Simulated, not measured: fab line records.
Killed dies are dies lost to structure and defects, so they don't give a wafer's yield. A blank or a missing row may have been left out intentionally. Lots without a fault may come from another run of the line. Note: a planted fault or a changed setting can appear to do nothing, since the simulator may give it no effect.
Matching of chambers :: flow n5_finfet :: 4 sister chambers for N5_BEOL_M1_STRIP_66 on rie_diel-02
The step strips in CF4. 20 wafers are shown with their chamber, then 10 later ones without.

WAFERS, EACH WITH ITS CHAMBER
wafer: L074.4
chamber: 3
showerhead_plenum_p_Torr (Torr): 1.85
drypump_motor_current_A (A): 5.5
oes_product_au (a.u.): 0.70

wafer: L074.5
chamber: 0
showerhead_plenum_p_Torr (Torr): 1.77
drypump_motor_current_A (A): 5.9
oes_product_au (a.u.): 0.72

wafer: L074.6
chamber: 1
showerhead_plenum_p_Torr (Torr): 1.76
drypump_motor_current_A (A): 6.0
oes_product_au (a.u.): 0.68

wafer: L076.1
chamber: 0
showerhead_plenum_p_Torr (Torr): 1.77
drypump_motor_current_A (A): 6.0
oes_product_au (a.u.): 0.71

wafer: L076.3
chamber: 3
showerhead_plenum_p_Torr (Torr): 1.85
drypump_motor_current_A (A): 5.6
oes_product_au (a.u.): 0.70

wafer: L076.5
chamber: 0
showerhead_plenum_p_Torr (Torr): 1.77
drypump_motor_current_A (A): 5.9
oes_product_au (a.u.): 0.72

wafer: L077.1
chamber: 2
showerhead_plenum_p_Torr (Torr): 1.77
drypump_motor_current_A (A): 6.0
oes_product_au (a.u.): 0.97

wafer: L077.2
chamber: 3
showerhead_plenum_p_Torr (Torr): 1.85
drypump_motor_current_A (A): 5.5
oes_product_au (a.u.): 0.69

wafer: L077.5
chamber: 2
showerhead_plenum_p_Torr (Torr): 1.77
drypump_motor_current_A (A): 6.0
oes_product_au (a.u.): 0.98

wafer: L078.1
chamber: 0
showerhead_plenum_p_Torr (Torr): 1.77
drypump_motor_current_A (A): 5.9
oes_product_au (a.u.): 0.71

wafer: L078.3
chamber: 3
showerhead_plenum_p_Torr (Torr): 1.85
drypump_motor_current_A (A): 5.6
oes_product_au (a.u.): 0.69

wafer: L078.5
chamber: 0
showerhead_plenum_p_Torr (Torr): 1.77
drypump_motor_current_A (A): 5.9
oes_product_au (a.u.): 0.71

wafer: L079.2
chamber: 2
showerhead_plenum_p_Torr (Torr): 1.77
drypump_motor_current_A (A): 6.0
oes_product_au (a.u.): 0.96

wafer: L079.4
chamber: 0
showerhead_plenum_p_Torr (Torr): 1.77
drypump_motor_current_A (A): 5.9
oes_product_au (a.u.): 0.71

wafer: L079.5
chamber: 2
showerhead_plenum_p_Torr (Torr): 1.77
drypump_motor_current_A (A): 6.0
oes_product_au (a.u.): 0.96

wafer: L084.4
chamber: 1
showerhead_plenum_p_Torr (Torr): 1.75
drypump_motor_current_A (A): 6.0
oes_product_au (a.u.): 0.95

wafer: L084.5
chamber: 2
showerhead_plenum_p_Torr (Torr): 1.77
drypump_motor_current_A (A): 6.0
oes_product_au (a.u.): 0.92

wafer: L084.6
chamber: 3
showerhead_plenum_p_Torr (Torr): 1.84
drypump_motor_current_A (A): 5.5
oes_product_au (a.u.): 0.68

wafer: L085.2
chamber: 0
showerhead_plenum_p_Torr (Torr): 1.77
drypump_motor_current_A (A): 5.9
oes_product_au (a.u.): 0.70

wafer: L085.4
chamber: 2
showerhead_plenum_p_Torr (Torr): 1.77
drypump_motor_current_A (A): 6.0
oes_product_au (a.u.): 0.92

SIGNATURES, as means of the wafers listed above
reading: showerhead_plenum_p_Torr
chamber 0: 1.7700
chamber 1: 1.7550
chamber 2: 1.7700
chamber 3: 1.8480
scatter within a chamber: 0.00285

reading: drypump_motor_current_A
chamber 0: 5.914
chamber 1: 6.000
chamber 2: 6.000
chamber 3: 5.540
scatter within a chamber: 0.0359

reading: oes_product_au
chamber 0: 0.7114
chamber 1: 0.8150
chamber 2: 0.9517
chamber 3: 0.6920
scatter within a chamber: 0.0502
Rule: distance of a wafer from a chamber = root of the sum over the readings of ((wafer's reading minus chamber's mean) / reading's scatter) squared. If the next closest chamber is less than 2 further off than the closest, the wafer can't be placed; otherwise it belongs to the closest. The scatter: the root of (the sum of the squares of (reading less its chamber's mean) over the shown wafers, divided by (wafers less chambers)).

WAFERS WITHOUT THEIR CHAMBER
wafer: L085.5
showerhead_plenum_p_Torr (Torr): 1.77
drypump_motor_current_A (A): 5.9
oes_product_au (a.u.): 0.70

wafer: L089.1
showerhead_plenum_p_Torr (Torr): 1.84
drypump_motor_current_A (A): 5.6
oes_product_au (a.u.): 0.68

wafer: L089.3
showerhead_plenum_p_Torr (Torr): 1.77
drypump_motor_current_A (A): 5.9
oes_product_au (a.u.): 0.70

wafer: L089.6
showerhead_plenum_p_Torr (Torr): 1.77
drypump_motor_current_A (A): 5.9
oes_product_au (a.u.): 0.69

wafer: L095.1
showerhead_plenum_p_Torr (Torr): 1.76
drypump_motor_current_A (A): 6.0
oes_product_au (a.u.): 0.88

wafer: L095.4
showerhead_plenum_p_Torr (Torr): 1.75
drypump_motor_current_A (A): 6.0
oes_product_au (a.u.): 0.90

wafer: L095.5
showerhead_plenum_p_Torr (Torr): 1.76
drypump_motor_current_A (A): 5.9
oes_product_au (a.u.): 0.69

wafer: L096.3
showerhead_plenum_p_Torr (Torr): 1.76
drypump_motor_current_A (A): 5.9
oes_product_au (a.u.): 0.69

wafer: L096.4
showerhead_plenum_p_Torr (Torr): 1.75
drypump_motor_current_A (A): 6.1
oes_product_au (a.u.): 0.89

wafer: L096.6
showerhead_plenum_p_Torr (Torr): 1.75
drypump_motor_current_A (A): 6.1
oes_product_au (a.u.): 0.90

WHICH CHAMBER EACH WENT THROUGH
wafer: L085.5
from the rows above: 0
in truth: 0

wafer: L089.1
from the rows above: 3
in truth: 3

wafer: L089.3
from the rows above: 0
in truth: 0

wafer: L089.6
from the rows above: 0
in truth: 0

wafer: L095.1
from the rows above: can't be placed: 1 or 2
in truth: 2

wafer: L095.4
from the rows above: 1
in truth: 1

wafer: L095.5
from the rows above: can't be placed: 0 or 1
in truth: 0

wafer: L096.3
from the rows above: can't be placed: 0 or 1
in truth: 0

wafer: L096.4
from the rows above: 1
in truth: 1

wafer: L096.6
from the rows above: 1
in truth: 1
7 of 10 placed correctly. Unplaceable from these rows: 3, with the true chamber sitting among the candidates in 3. Wrongly placed: 0.
